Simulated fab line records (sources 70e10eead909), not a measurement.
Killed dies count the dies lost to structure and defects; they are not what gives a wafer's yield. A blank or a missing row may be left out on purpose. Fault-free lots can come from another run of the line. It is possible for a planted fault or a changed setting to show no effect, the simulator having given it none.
Chamber matching + flow nand_harc + NHARC_P_BONDPAD_CMP_19 on cmp-03: 4 sister chambers
The step polishes, t overpolish 30 s, cu recess touch 16 s, target thk 160.81 nm. 7 wafers are shown with their chamber, then 8 later ones without.

== EACH WAFER AND ITS CHAMBER ==
| wafer  | chamber | motor_current_A (A) | overpolish_run_s (s) |
|--------|---------|---------------------|----------------------|
| L079.5 | 3       | 10.3                | 29.996               |
| L082.5 | 0       | 12.0                | 29.992               |
| L082.6 | 1       | 12.2                | 30.004               |
| L084.2 | 2       | 12.6                | 29.999               |
| L084.4 | 0       | 12.3                | 29.991               |
| L084.6 | 1       | 11.9                | 30.006               |
| L087.2 | 3       | 10.5                | 30.004               |

== WAFERS WITHOUT THEIR CHAMBER ==
| wafer  | motor_current_A (A) | overpolish_run_s (s) |
|--------|---------------------|----------------------|
| L087.4 | 12.0                | 30.015               |
| L087.6 | 13.2                | 30.011               |
| L086.2 | 11.9                | 30.004               |
| L086.3 | 12.8                | 30.009               |
| L086.6 | 11.6                | 30.006               |
| L092.1 | 12.1                | 30.014               |
| L092.3 | 13.3                | 29.991               |
| L092.4 | 10.2                | 30.002               |

== WHICH CHAMBER EACH WENT THROUGH ==
| wafer  | from the rows above     | in truth                   |
|--------|-------------------------|----------------------------|
| L087.4 | 1                       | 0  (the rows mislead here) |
| L087.6 | can't be placed: 2 or 1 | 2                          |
| L086.2 | 1                       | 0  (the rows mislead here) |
| L086.3 | can't be placed: 2 or 1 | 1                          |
| L086.6 | 1                       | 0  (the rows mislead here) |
| L092.1 | 1                       | 1                          |
| L092.3 | can't be placed: 2 or 0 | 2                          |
| L092.4 | 3                       | 3                          |
Placed correctly: 2 of 8. Unplaceable from these rows: 3, with the true chamber sitting among the candidates in 3. Number placed wrongly: 3.
How it was worked out, from the rows above alone: a wafer's distance from a chamber is the root of the sum, over the readings, of the square of ((its reading less the chamber's mean) divided by the reading's scatter). The wafer belongs to the nearest chamber; if the next one is less than 2 further off, it can't be placed. The mean given for a chamber averages the wafers shown for that chamber. How the scatter is found: for the shown wafers, subtract from each reading the mean of its chamber, square and add these, divide the total by (wafers less chambers), then take the root.
